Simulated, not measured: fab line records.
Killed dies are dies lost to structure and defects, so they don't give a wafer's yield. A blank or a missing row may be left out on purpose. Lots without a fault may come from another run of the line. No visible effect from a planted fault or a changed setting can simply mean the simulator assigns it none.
fab line records + flow nand_harc
[record]
- lots = 5
- wafers = 15
- last_day = 24
route steps=1159 shown A_M1@1028 END@1159
lots untouched by any fault: they come from a run of this same line in which no faults occurred
start_h: hours from the record's opening day to when the first of the lot's shown wafers began + wait_h: hours elapsed since this lot's preceding step + " identical to the entry in the row above + L1.1+2: several wafers, shown together as one row + - no value, or no start was given + * or withheld: withheld + < > ~ a bound
route shown NAME@n: names a module that has steps shown in the file, with the first one's number in the route + usual: mean/standard deviation taken from wafers without a fault + same: alike in all rows + chamber/n: place in a boat + sites: per-site readings + _std_site: the values' standard deviation + _edge_site: inner sites' mean taken away from outer sites' mean + radius_mm: how far each site lies from the wafer's centre + mask NAME#n: copy n + behind: the most recent tool/chamber to have shaped the wafer + hold: why the lot was held/for how many hours/how that ended + device: names the non-switching transistor (n, p or np) + end of line: the same wafers' tests at the end of the route + a step with no rows: only its recipe + killed: the dies lost at the first sort to structure and to defects; this is not the yield of the wafer + map: a wafer's dies, x killed, . not, _ none there
set.NAME: the setting that was run; set.NAME@STEP: the one run at that earlier step + model.NAME: the simulator's own value behind a step, which no gauge read
lots at selected steps of the route; one table per step, one row per wafer
services: a tool's chamber out of use, with start hour (start_h, from the record's first day; less than 0 if before it), hours out, and reason
[[steps]]
[step NHARC_A_M1_HMDS_02]
[recipe]
- time_s = 30
[step NHARC_A_M1_COAT_34]
[recipe]
- temp_c = 200
- time_s = 65
[step NHARC_A_M1_COAT_03]
[recipe]
- spin_rpm = 1500
- resist_thk_nm = 90
[step NHARC_A_M1_SOFTBAKE_04]
[recipe]
- temp_c = 105
- time_s = 55
[step NHARC_A_M1_EBR_05]
[step NHARC_A_M1_EXPOSE_06]
[recipe]
- na = 1.35
- target_cd_nm = 120
- dose_mj = 75.13
- mask_id = A_M1
[step NHARC_A_M1_PEB_07]
[recipe]
- peb_temp_c = 100
- peb_time_s = 65
[step NHARC_A_M1_DEVELOP_08]
[recipe]
- develop_time_s = 35
- dev_temp_c = 23
[step NHARC_A_M1_CD_MEAS_09]
[recipe]
- target_cd_nm = 120
- landing_energy_ev = 500
[usual]
- cd_nm = 120.1/0.56
| lot.wafer | tool      | chamber | start_h | wait_h | cd_nm |
|-----------|-----------|---------|---------|--------|-------|
| L453.3    | cd_sem-02 | 0       | 404.78  | -      | 119.4 |
| L453.4    | "         | 0       | "       | "      | 120.3 |
| L453.6    | "         | 0       | "       | "      | 120.4 |
| L456.2    | cd_sem-03 | 0       | 416.52  | -      | 120.4 |
| L456.4    | "         | 0       | "       | "      | 120.3 |
| L456.5    | "         | 0       | "       | "      | 120.7 |
| L468.2    | cd_sem-02 | 0       | 494.46  | -      | 120.8 |
| L468.4    | "         | 0       | "       | "      | 119.8 |
| L468.5    | "         | 0       | "       | "      | 121.2 |
| L472.1    | cd_sem-02 | 0       | 509.48  | -      | 118.4 |
| L472.2    | "         | 0       | "       | "      | 119.2 |
| L472.3    | "         | 0       | "       | "      | 119.5 |
| L474.3    | cd_sem-03 | 0       | 546.65  | -      | 121.0 |
| L474.5    | "         | 0       | "       | "      | 120.2 |
| L474.6    | "         | 0       | "       | "      | 120.2 |
[step NHARC_A_M1_OVL_MEAS_10]
[recipe]
- pitch_nm = 240
[usual]
- overlay_x_nm = -0.3/0.71
- overlay_y_nm = 0.3/0.98
| lot.wafer | tool       | chamber | start_h | wait_h | overlay_x_nm | overlay_y_nm |
|-----------|------------|---------|---------|--------|--------------|--------------|
| L453.3    | overlay-02 | -       | 404.86  | -      | 0.1          | 1.3          |
| L453.4    | "          | -       | "       | "      | 0.3          | 0.9          |
| L453.6    | "          | -       | "       | "      | 0.0          | 1.1          |
| L456.2    | overlay-01 | -       | 416.60  | -      | 0.4          | 2.0          |
| L456.4    | "          | -       | "       | "      | 1.1          | 2.2          |
| L456.5    | "          | -       | "       | "      | 1.2          | 1.8          |
| L468.2    | overlay-02 | -       | 494.55  | -      | -0.2         | 0.3          |
| L468.4    | "          | -       | "       | "      | -0.4         | 0.9          |
| L468.5    | "          | -       | "       | "      | -0.4         | 0.9          |
| L472.1    | overlay-01 | -       | 509.57  | -      | 0.0          | -1.0         |
| L472.2    | "          | -       | "       | "      | 0.6          | -1.3         |
| L472.3    | "          | -       | "       | "      | 0.6          | -0.8         |
| L474.3    | overlay-01 | -       | 546.73  | -      | -0.1         | 0.5          |
| L474.5    | "          | -       | "       | "      | 0.2          | 0.6          |
| L474.6    | "          | -       | "       | "      | -0.5         | 0.4          |
[step NHARC_A_M1_INSPECT_11]
[usual]
- raw_defect_count = 30/11
| lot.wafer | tool              | chamber | start_h | wait_h | raw_defect_count |
|-----------|-------------------|---------|---------|--------|------------------|
| L453.3    | defect_inspect-01 | -       | 404.90  | 0.0    | 32               |
| L453.4    | "                 | -       | "       | "      | 39               |
| L453.6    | "                 | -       | "       | "      | 36               |
| L456.2    | defect_inspect-02 | -       | 416.64  | 0.0    | 37               |
| L456.4    | "                 | -       | "       | "      | 37               |
| L456.5    | "                 | -       | "       | "      | 30               |
| L468.2    | defect_inspect-02 | -       | 494.59  | 0.0    | 41               |
| L468.4    | "                 | -       | "       | "      | 30               |
| L468.5    | "                 | -       | "       | "      | 38               |
| L472.1    | defect_inspect-01 | -       | 509.61  | 0.0    | 10               |
| L472.2    | "                 | -       | "       | "      | 21               |
| L472.3    | "                 | -       | "       | "      | 17               |
| L474.3    | defect_inspect-01 | -       | 546.77  | 0.0    | 24               |
| L474.5    | "                 | -       | "       | "      | 23               |
| L474.6    | "                 | -       | "       | "      | 22               |
[step NHARC_A_M1_DESCUM_14]
[recipe]
- time_s = 3
- o2_flow_sccm = 200
- ar_flow_sccm = 0
- bias_power_w = 0
- chemistry = O2
[usual]
- drypump_motor_current_A = 5.7/0.45
- oes_product_au = 0.999/0.011
- rf_vpp_V = 58.0/0.9
- showerhead_plenum_p_Torr = 1.96/0.087
- throttle_valve_pct = 11.310/0.0088
| lot.wafer | tool        | chamber | start_h | wait_h | drypump_motor_current_A | oes_product_au | rf_hours_counter_h | rf_vpp_V | showerhead_plenum_p_Torr | throttle_valve_pct |
|-----------|-------------|---------|---------|--------|-------------------------|----------------|--------------------|----------|--------------------------|--------------------|
| L453.4    | rie_diel-05 | 3       | 404.96  | 0.1    | 5.2                     | 1.005          | 6                  | 58.0     | 2.02                     | 11.302             |
| L453.3    | "           | 0       | "       | "      | 5.5                     | 0.995          | 4                  | 58.9     | 1.96                     | 11.311             |
| L453.6    | "           | 3       | "       | "      | 5.1                     | 1.006          | -                  | 59.3     | 2.02                     | 11.291             |
| L456.4    | rie_diel-05 | 1       | 416.70  | 0.1    | 5.3                     | 1.023          | 8                  | 57.1     | 1.83                     | 11.311             |
| L456.2    | "           | 0       | "       | "      | 5.5                     | 1.000          | 6                  | 56.8     | 1.96                     | 11.317             |
| L456.5    | "           | 1       | "       | "      | 5.3                     | 1.021          | -                  | 57.4     | 1.83                     | 11.308             |
| L468.4    | rie_diel-09 | 2       | 494.65  | 0.1    | 6.5                     | 0.978          | 1                  | 58.4     | 2.05                     | 11.311             |
| L468.2    | "           | 3       | "       | "      | 6.0                     | 0.994          | 1                  | 57.9     | 1.87                     | 11.303             |
| L468.5    | "           | 3       | "       | "      | 6.0                     | 0.987          | -                  | 57.4     | 1.87                     | 11.312             |
| L472.2    | rie_diel-10 | 1       | 509.67  | 0.1    | 5.9                     | 0.999          | 6                  | 57.7     | 1.80                     | 11.312             |
| L472.1    | "           | 2       | "       | "      | 5.3                     | 0.992          | 5                  | 58.8     | 1.95                     | 11.314             |
| L472.3    | "           | 0       | "       | "      | 6.3                     | 1.015          | 6                  | 57.2     | 2.01                     | 11.312             |
| L474.3    | rie_diel-10 | 2       | 546.85  | 0.1    | 5.3                     | 0.991          | 0                  | 57.5     | 1.95                     | 11.319             |
| L474.5    | "           | 3       | "       | "      | 6.0                     | 1.000          | -                  | 58.3     | 1.91                     | 11.316             |
| L474.6    | "           | 0       | "       | "      | 6.3                     | 1.002          | -                  | 57.2     | 2.01                     | 11.295             |
[step NHARC_A_M1_ETCH_35]
[recipe]
- target_depth_a = 400
- overetch_a = 120
- time_s = 43.94
- ion_energy_ev = 200
- n2_flow_sccm = 150
- h2_flow_sccm = 150
- ar_flow_sccm = 0
- rf_w = 400
- bias_w = 150
- chemistry = N2/H2
[usual]
- bias_w = 150.0/0.43
- drypump_motor_current_A = 5.6/0.44
- oes_product_au = 0.998/0.011
- rf_vpp_V = 432.0/2.6
- run_length_s = 65.4/0.39
- showerhead_plenum_p_Torr = 2.09/0.095
- throttle_valve_pct = 14.171/0.0089
| lot.wafer | tool        | chamber | start_h | wait_h | bias_w | drypump_motor_current_A | oes_product_au | rf_hours_counter_h | rf_vpp_V | run_length_s | showerhead_plenum_p_Torr | throttle_valve_pct |
|-----------|-------------|---------|---------|--------|--------|-------------------------|----------------|--------------------|----------|--------------|--------------------------|--------------------|
| L453.4    | rie_diel-05 | 3       | 405.04  | 0.1    | 149.2  | 5.1                     | 1.007          | 6                  | 434.3    | 65.1         | 2.15                     | 14.162             |
| L453.3    | "           | 2       | "       | "      | 149.9  | 5.1                     | 0.979          | 7                  | 433.6    | 65.6         | 2.18                     | 14.178             |
| L453.6    | "           | 3       | "       | "      | 150.4  | 5.1                     | 1.012          | -                  | 432.8    | 64.9         | 2.15                     | 14.171             |
| L456.4    | rie_diel-05 | 3       | 416.80  | 0.1    | -      | 5.1                     | 1.001          | 7                  | 432.2    | 55.1         | 2.15                     | 14.175             |
| L456.2    | "           | 0       | "       | "      | 149.4  | 5.5                     | 1.009          | 6                  | 432.4    | 65.9         | 2.09                     | 14.160             |
| L456.5    | "           | 1       | "       | "      | 149.0  | 5.3                     | 1.011          | -                  | 428.7    | 65.1         | 1.95                     | 14.177             |
| L468.4    | rie_diel-09 | 1       | 494.74  | 0.1    | 150.1  | 5.2                     | 0.986          | 1                  | 435.3    | 65.6         | 2.17                     | 14.165             |
| L468.2    | "           | 2       | "       | "      | 150.5  | 6.5                     | 0.992          | 1                  | 434.9    | 65.7         | 2.19                     | 14.166             |
| L468.5    | "           | 1       | "       | "      | 150.3  | 5.2                     | 0.998          | -                  | 434.4    | 65.4         | 2.17                     | 14.171             |
| L472.1    | rie_diel-10 | 3       | 509.76  | 0.1    | 150.1  | 6.1                     | 0.995          | 5                  | 432.0    | 65.4         | 2.04                     | 14.181             |
| L472.2    | "           | 0       | "       | "      | 150.0  | 6.3                     | 1.011          | 6                  | 432.4    | 65.8         | 2.15                     | 14.170             |
| L472.3    | "           | 1       | "       | "      | 149.8  | 5.9                     | 0.992          | 6                  | 426.7    | 64.8         | 1.91                     | 14.167             |
| L474.3    | rie_diel-10 | 0       | 546.93  | 0.1    | 150.1  | 6.4                     | 1.006          | 0                  | 433.9    | 65.2         | 2.15                     | 14.171             |
| L474.6    | "           | 1       | "       | "      | 149.1  | 5.9                     | 0.985          | -                  | 427.3    | 64.8         | 1.91                     | 14.165             |
| L474.5    | "           | 2       | "       | "      | 149.9  | 5.3                     | 0.983          | -                  | 430.6    | 65.1         | 2.07                     | 14.164             |
[step NHARC_A_M1_ETCH_15]
[recipe]
- target_depth_a = 1825
- time_s = 91.2
- c4f8_flow_sccm = withheld
- ar_flow_sccm = 400
- rf_w = 600
- bias_w = 300
- chemistry = C4F8/Ar
[usual]
- bias_w = 300.1/0.79
- oes_product_au = 0.954/0.021
- rf_vpp_V = 442.2/2.7
- run_length_s = 112.6/0.42
| lot.wafer | tool        | chamber | start_h | wait_h | bias_w | oes_product_au | rf_hours_counter_h | rf_vpp_V | run_length_s |
|-----------|-------------|---------|---------|--------|--------|----------------|--------------------|----------|--------------|
| L453.3    | rie_diel-05 | 2       | -       | -      | 300.2  | 0.969          | 7                  | 446.4    | 112.7        |
| L453.4    | "           | 3       | "       | "      | 300.1  | 0.960          | 6                  | 445.8    | 112.5        |
| L453.6    | "           | 0       | "       | "      | 300.2  | 0.915          | -                  | 442.5    | 112.8        |
| L456.4    | rie_diel-05 | 0       | -       | -      | 300.5  | 0.979          | 6                  | 442.2    | 113.0        |
| L456.2    | "           | 1       | "       | "      | 299.0  | 0.979          | 8                  | 437.8    | 111.8        |
| L456.5    | "           | 2       | "       | "      | 300.1  | 0.947          | -                  | 445.8    | 112.8        |
| L468.2    | rie_diel-09 | 3       | -       | -      | 299.9  | 0.941          | 1                  | 440.3    | 112.7        |
| L468.4    | "           | 1       | "       | "      | 300.7  | 0.961          | 1                  | 444.1    | 112.7        |
| L468.5    | "           | 2       | "       | "      | 300.5  | 0.945          | -                  | 445.9    | 113.2        |
| L472.2    | rie_diel-10 | 2       | -       | -      | 301.1  | 0.946          | 5                  | 442.4    | 112.5        |
| L472.1    | "           | 3       | "       | "      | 300.4  | 0.927          | 5                  | 440.5    | 112.4        |
| L472.3    | "           | 0       | "       | "      | 299.5  | 0.944          | 6                  | 441.9    | 112.6        |
| L474.3    | rie_diel-10 | 3       | -       | -      | 301.3  | 0.958          | 0                  | 440.7    | 112.3        |
| L474.6    | "           | 2       | "       | "      | 300.4  | 0.964          | -                  | 442.2    | 112.5        |
| L474.5    | "           | 3       | "       | "      | 300.5  | 0.960          | -                  | 440.2    | 112.0        |
[step NHARC_END_SORT_01]
[recipe]
- temp_c = 25
[usual]
- defect_limited_yield = 95.3/1.3
- killed_at_array = 28/8.6
- killed_at_other = 0.7/1.2
- killed_at_periphery = 3.1/2.3
- killed_dies = 32/8.7
- killed_open = 3.2/1.7
- killed_short = 2.0/1.5
- sort_bin_2_pct = 1.5/0.58
- sort_bin_3_pct = 0.28/0.22
- sort_bin_4_pct = 3.0/0.86
- sort_n_pass = 645/8.7
- sort_rim_yield_pct = 97.8/1.4
- sort_yield_pct = 95.3/1.3
[same]
- gross_dies = 677
- sort_bin_5_pct[%] = 0
- sort_bin_6_pct[%] = 0
- sort_bin_7_pct[%] = 0
- sort_bin_8_pct[%] = 0
- sort_rim_n_gross = 106.00
| lot.wafer | tool      | chamber | start_h | wait_h | defect_limited_yield[%] | killed_at_array | killed_at_other | killed_at_periphery | killed_dies | killed_open | killed_short | sort_bin_2_pct[%] | sort_bin_3_pct[%] | sort_bin_4_pct[%] | sort_n_pass | sort_rim_yield_pct[%] | sort_yield_pct[%] |
|-----------|-----------|---------|---------|--------|-------------------------|-----------------|-----------------|---------------------|-------------|-------------|--------------|-------------------|-------------------|-------------------|-------------|-----------------------|-------------------|
| L453.3    | prober-02 | 0       | 445.93  | 3.1    | 95.7                    | 27              | 0               | 2                   | 29          | 5           | 1            | 1.8               | 0.30              | 2.2               | 648         | 97.2                  | 95.7              |
| L453.4    | prober-02 | 0       | 446.72  | 3.4    | 94.2                    | 37              | 1               | 1                   | 39          | 2           | 3            | 1.8               | 0.15              | 3.8               | 638         | 97.2                  | 94.2              |
| L453.6    | prober-02 | 0       | 448.30  | 4.0    | 93.9                    | 35              | 3               | 3                   | 41          | 2           | 5            | 1.6               | 0.59              | 3.8               | 636         | 98.1                  | 93.9              |
| L472.1    | prober-02 | 0       | 546.36  | 2.5    | 97.8                    | 12              | 0               | 3                   | 15          | 2           | 4            | 0.4               | 0.15              | 1.6               | 662         | 95.3                  | 97.8              |
| L472.2    | prober-02 | 0       | 547.15  | 2.8    | 96.6                    | 22              | 0               | 1                   | 23          | 7           | 1            | 0.9               | 0                 | 2.5               | 654         | 97.2                  | 96.6              |
| L472.3    | prober-02 | 0       | 547.95  | 3.1    | 97.3                    | 16              | 0               | 2                   | 18          | 2           | 1            | 0.4               | 0.30              | 1.9               | 659         | 97.2                  | 97.3              |
| L474.3    | prober-01 | 0       | 584.01  | 3.1    | 96.2                    | 24              | 0               | 2                   | 26          | 4           | 1            | 1.2               | 0.15              | 2.5               | 651         | 99.1                  | 96.2              |
| L474.5    | prober-01 | 0       | 585.60  | 3.7    | 94.5                    | 29              | 2               | 6                   | 37          | 8           | 0            | 2.2               | 0.44              | 2.8               | 640         | 96.2                  | 94.5              |
| L474.6    | prober-01 | 0       | 586.39  | 4.0    | 96.3                    | 22              | 0               | 3                   | 25          | 1           | 0            | 1.0               | 0.30              | 2.4               | 652         | 99.1                  | 96.3              |
// killed by level:class
L453.3 A_CHANNEL_HOLE_D1:chamber_film_flake=14 A_SLIT:chamber_film_flake=7 P_CONTACT:geometric_particle:open=1 P_M2:geometric_particle:open=1 A_CHANNEL_FILL_D1:geometric_particle:open=1 A_SGD_CUT:geometric_particle:open=1 A_SGD_CUT:geometric_particle:short=1 A_WL_FILL:geometric_particle:open=1
L453.4 A_CHANNEL_HOLE_D1:chamber_film_flake=18 A_SLIT:chamber_film_flake=6 A_STAIRCASE:chamber_film_flake=3 A_WL_FILL:chamber_film_flake=3 A_CONTACT:chamber_film_flake=2 P_GATE:geometric_particle:short=1 A_CHANNEL_FILL_D1:geometric_particle:short=1 A_SLIT:geometric_particle:open=1
L453.6 A_CHANNEL_HOLE_D1:chamber_film_flake=16 A_SLIT:chamber_film_flake=10 A_WL_FILL:chamber_film_flake=3 THIN_TSV:chamber_film_flake=3 P_CONTACT:geometric_particle:short=2 A_SOURCE_PLATE:geometric_particle:open=1 A_CHANNEL_FILL_D1:geometric_particle:short=1 A_WL_FILL:geometric_particle:open=1
L472.1 A_CONTACT:chamber_film_flake=5 P_GATE:geometric_particle:short=1 P_M0:geometric_particle:open=1 A_CHANNEL_FILL_D1:geometric_particle:short=1 A_WL_FILL:geometric_particle:short=1 A_CONTACT:geometric_particle:open=1 A_M1:geometric_particle:short=1 P_ZERO_WELL:chamber_film_flake=1
L472.2 A_CHANNEL_HOLE_D1:chamber_film_flake=8 A_CONTACT:chamber_film_flake=7 A_BLC:geometric_particle:open=2 P_M0:geometric_particle:open=1 A_ONON_D1:geometric_particle:open=1 A_CHANNEL_FILL_D1:geometric_particle:open=1 A_WL_FILL:geometric_particle:open=1 A_WL_FILL:geometric_particle:short=1
L472.3 A_CHANNEL_HOLE_D1:chamber_film_flake=6 A_CONTACT:chamber_film_flake=6 A_ONON_D1:geometric_particle:short=1 A_BLC:geometric_particle:open=1 A_M0:geometric_particle:open=1 P_STI:chamber_film_flake=1 P_M2:chamber_film_flake=1 A_SLIT:chamber_film_flake=1
L474.3 A_CHANNEL_HOLE_D1:chamber_film_flake=8 A_M1:chamber_film_flake=4 A_BLC:geometric_particle:open=3 A_CONTACT:chamber_film_flake=3 A_STAIRCASE:chamber_film_flake=2 A_SLIT:chamber_film_flake=2 P_STI:geometric_particle:short=1 A_CHANNEL_FILL_D1:geometric_particle:open=1
L474.5 A_CHANNEL_HOLE_D1:chamber_film_flake=8 A_STAIRCASE:chamber_film_flake=5 A_CONTACT:chamber_film_flake=4 A_SLIT:chamber_film_flake=3 A_CHANNEL_HOLE_D1:geometric_particle:open=2 A_CONTACT:geometric_particle:open=2 P_M0:chamber_film_flake=2 A_ZERO_WELL:chamber_film_flake=2
L474.6 A_CHANNEL_HOLE_D1:chamber_film_flake=7 A_STAIRCASE:chamber_film_flake=5 A_WL_FILL:chamber_film_flake=3 P_GATE:chamber_film_flake=2 A_SLIT:chamber_film_flake=2 A_M1:chamber_film_flake=2 A_CONTACT:geometric_particle:open=1 P_M0:chamber_film_flake=1
[[services]]
| tool        | chamber | start_h | hours | kind   |
|-------------|---------|---------|-------|--------|
| rie_diel-05 | 0       | 395.82  | 8.7   | repair |
| rie_diel-05 | 1       | 398.60  | -     | clean  |
| rie_diel-05 | 2       | 398.60  | -     | clean  |
| rie_diel-05 | 3       | 398.60  | -     | clean  |
| rie_diel-05 | 0       | 423.10  | -     | clean  |
| rie_diel-05 | 1       | 423.10  | -     | clean  |
| rie_diel-05 | 2       | 423.10  | -     | clean  |
| rie_diel-05 | 3       | 423.10  | -     | clean  |
| rie_diel-09 | -       | 431.10  | 9.0   | pm     |
| rie_diel-10 | 0       | 435.00  | -     | clean  |
| rie_diel-10 | 1       | 435.00  | -     | clean  |
| rie_diel-10 | 2       | 435.00  | -     | clean  |
| rie_diel-10 | 3       | 435.00  | -     | clean  |
| rie_diel-05 | 0       | 447.60  | -     | clean  |
| rie_diel-05 | 1       | 447.60  | -     | clean  |
| rie_diel-05 | 2       | 447.60  | -     | clean  |
| rie_diel-05 | 3       | 447.60  | -     | clean  |
| rie_diel-10 | 2       | 452.57  | 2.5   | repair |
| rie_diel-10 | 0       | 459.50  | -     | clean  |
| rie_diel-09 | -       | 465.04  | 0.3   | repair |
| rie_diel-09 | 1       | 512.13  | 18.6  | repair |
| rie_diel-05 | -       | 517.60  | 9.0   | pm     |
| rie_diel-05 | 0       | 528.34  | 4.5   | repair |
| rie_diel-10 | -       | 530.50  | 9.0   | pm     |
[[key]]
[first_sign]
- step = NHARC_A_M1_ETCH_35
- reading = run_length_s
- direction = down
- sigmas = 26
- usual = *
- struck = *
effect none on later readings
met_at NHARC_A_M1_ETCH_35
struck_wafers L456.4
onset_between 405.04 416.80
[fault]
- kind = process_parameter_drift
- tool = rie_diel-05
- chamber = -
- onset_h = 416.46
- steps = NHARC_A_M1_ETCH_35
- channel = time_s
- offset = *
- shape = step
- end_h = 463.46
- scope = struck_wafers_only
- acts_in = *
- stated = *
